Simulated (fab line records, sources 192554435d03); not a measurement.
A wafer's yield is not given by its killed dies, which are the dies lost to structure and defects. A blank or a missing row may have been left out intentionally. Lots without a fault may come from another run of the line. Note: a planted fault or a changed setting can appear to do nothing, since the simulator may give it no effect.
Split-lot trial || flow n5 finfet || on a route of 1938 steps: 7 lots, 21 wafers read

## SPLIT DETAILS
At N5_PASSIVATION_ETCH_59 (etches TaN in Cl2/BCl3, target depth 65 nm, time 34.9 s), the setting time s was moved away from the recipe's 34.9 s on 7 of the 21 wafers read, by -13.7% to +21.0%. For the rest of the wafers, this setting stayed at what the recipe calls for.

The reading is taken at the split's own step.

## THE READING
etch.depth nm (the simulator's own value, which no gauge read), in nm, at N5_PASSIVATION_ETCH_59 (etches TaN in Cl2/BCl3, target depth 65 nm, time 34.9 s). The file does not state a usual value for it. Here, 14 wafers ran the recipe; their average is 65.90 nm with a standard deviation of 1.3 nm.

{"wafer": "L080.1", "tool, chamber at the split": "rie metal-01, 1", "time s as run, s": 34.9, "against the recipe": "recipe", "etch.depth nm, nm": 67.22, "against lot-mates on the recipe": "-"}
{"wafer": "L080.2", "tool, chamber at the split": "rie metal-01, 0", "time s as run, s": 34.9, "against the recipe": "recipe", "etch.depth nm, nm": 63.86, "against lot-mates on the recipe": "-"}
{"wafer": "L080.5", "tool, chamber at the split": "rie metal-01, 0", "time s as run, s": 34.9, "against the recipe": "recipe", "etch.depth nm, nm": 63.84, "against lot-mates on the recipe": "-"}
{"wafer": "L087.1", "tool, chamber at the split": "rie metal-01, 0", "time s as run, s": 30.13, "against the recipe": "-13.7%", "etch.depth nm, nm": 54.55, "against lot-mates on the recipe": -12.48}
{"wafer": "L087.2", "tool, chamber at the split": "rie metal-01, 1", "time s as run, s": 30.13, "against the recipe": "-13.7%", "etch.depth nm, nm": 57.72, "against lot-mates on the recipe": -9.31}
{"wafer": "L087.4", "tool, chamber at the split": "rie metal-01, 1", "time s as run, s": 34.9, "against the recipe": "recipe", "etch.depth nm, nm": 67.03, "against lot-mates on the recipe": "-"}
{"wafer": "L090.1", "tool, chamber at the split": "rie metal-01, 0", "time s as run, s": 34.9, "against the recipe": "recipe", "etch.depth nm, nm": 63.03, "against lot-mates on the recipe": "-"}
{"wafer": "L090.5", "tool, chamber at the split": "rie metal-01, 1", "time s as run, s": 34.9, "against the recipe": "recipe", "etch.depth nm, nm": 66.69, "against lot-mates on the recipe": "-"}
{"wafer": "L090.6", "tool, chamber at the split": "rie metal-01, 0", "time s as run, s": 42.22, "against the recipe": "+21.0%", "etch.depth nm, nm": 75.67, "against lot-mates on the recipe": "+10.81"}
{"wafer": "L091.1", "tool, chamber at the split": "rie metal-02, 0", "time s as run, s": 37.54, "against the recipe": "+7.6%", "etch.depth nm, nm": 70.1, "against lot-mates on the recipe": "+4.72"}
{"wafer": "L091.5", "tool, chamber at the split": "rie metal-02, 1", "time s as run, s": 37.54, "against the recipe": "+7.6%", "etch.depth nm, nm": 72.5, "against lot-mates on the recipe": "+7.12"}
{"wafer": "L091.6", "tool, chamber at the split": "rie metal-02, 0", "time s as run, s": 34.9, "against the recipe": "recipe", "etch.depth nm, nm": 65.38, "against lot-mates on the recipe": "-"}
{"wafer": "L093.1", "tool, chamber at the split": "rie metal-03, 0", "time s as run, s": 34.9, "against the recipe": "recipe", "etch.depth nm, nm": 66.25, "against lot-mates on the recipe": "-"}
{"wafer": "L093.2", "tool, chamber at the split": "rie metal-03, 1", "time s as run, s": 34.9, "against the recipe": "recipe", "etch.depth nm, nm": 66.06, "against lot-mates on the recipe": "-"}
{"wafer": "L093.5", "tool, chamber at the split": "rie metal-03, 0", "time s as run, s": 34.9, "against the recipe": "recipe", "etch.depth nm, nm": 65.7, "against lot-mates on the recipe": "-"}
{"wafer": "L095.1", "tool, chamber at the split": "rie metal-01, 0", "time s as run, s": 38.56, "against the recipe": "+10.5%", "etch.depth nm, nm": 69.58, "against lot-mates on the recipe": "+2.75"}
{"wafer": "L095.3", "tool, chamber at the split": "rie metal-01, 1", "time s as run, s": 34.9, "against the recipe": "recipe", "etch.depth nm, nm": 66.83, "against lot-mates on the recipe": "-"}
{"wafer": "L095.6", "tool, chamber at the split": "rie metal-01, 0", "time s as run, s": 38.56, "against the recipe": "+10.5%", "etch.depth nm, nm": 70.23, "against lot-mates on the recipe": "+3.40"}
{"wafer": "L096.1", "tool, chamber at the split": "rie metal-03, 0", "time s as run, s": 34.9, "against the recipe": "recipe", "etch.depth nm, nm": 67.14, "against lot-mates on the recipe": "-"}
{"wafer": "L096.3", "tool, chamber at the split": "rie metal-03, 1", "time s as run, s": 34.9, "against the recipe": "recipe", "etch.depth nm, nm": 66.77, "against lot-mates on the recipe": "-"}
{"wafer": "L096.6", "tool, chamber at the split": "rie metal-03, 1", "time s as run, s": 34.9, "against the recipe": "recipe", "etch.depth nm, nm": 66.83, "against lot-mates on the recipe": "-"}

FIT RESULTS
A straight line over all 21 wafers: etch.depth nm changes by +0.565 nm for each +1% of time s; r = +0.93; the points scatter about the line by 1.7 nm.
The same after taking each lot's own level away (the mean of its wafers on the recipe; 21 wafers): +0.605 nm for each +1%; r = +0.93; scatter 1.8 nm.
According to that fit, moving time s by its largest amount changes the reading by 13 nm.
The span of the lots' own levels, 64.860 to 67.030 nm, comes to 1.6 times the standard deviation stated above.
Consequently the slope shifts little with the lot-to-lot level, the two slopes agreeing.
Check: for one of the wafers moved furthest among these (+21.0%), held out of the fit, the line's prediction against its lot-mates is +13 nm. Against them it came out at +10.8 nm.

## ADDITIONAL SPLITS CARRIED BY THESE WAFERS
Other splits were also applied to these wafers ahead of the reading. Each is held against what the fit with the lots' levels taken away leaves over:
{"other split on the same wafers": "N5_BEOL_M13_ETCH_59 bias w", "wafers away from the commonest value": 4, "r with etch.depth nm (lot level and that fit taken away)": -0.31}
{"other split on the same wafers": "N5_BEOL_M13_EXPOSE_25 dose mj", "wafers away from the commonest value": 4, "r with etch.depth nm (lot level and that fit taken away)": -0.06}
{"other split on the same wafers": "N5_BEOL_M13_DEP_53 time s", "wafers away from the commonest value": 7, "r with etch.depth nm (lot level and that fit taken away)": -0.08}
{"other split on the same wafers": "N5_BEOL_M14_ILD_DEP_00 time s", "wafers away from the commonest value": 8, "r with etch.depth nm (lot level and that fit taken away)": "+0.16"}
{"other split on the same wafers": "N5_BEOL_M15_ILD_DEP_00 temp c", "wafers away from the commonest value": 7, "r with etch.depth nm (lot level and that fit taken away)": "+0.49"}
{"other split on the same wafers": "N5_BEOL_M15_COAT_04 spin rpm", "wafers away from the commonest value": 5, "r with etch.depth nm (lot level and that fit taken away)": "+0.08"}
{"other split on the same wafers": "N5_PASSIVATION_EXPOSE_07 dose mj", "wafers away from the commonest value": 6, "r with etch.depth nm (lot level and that fit taken away)": "+0.25"}

## THE FILE'S OWN FIT
etch.depth nm changes by +0.57 nm for each +1% of time s, r = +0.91.
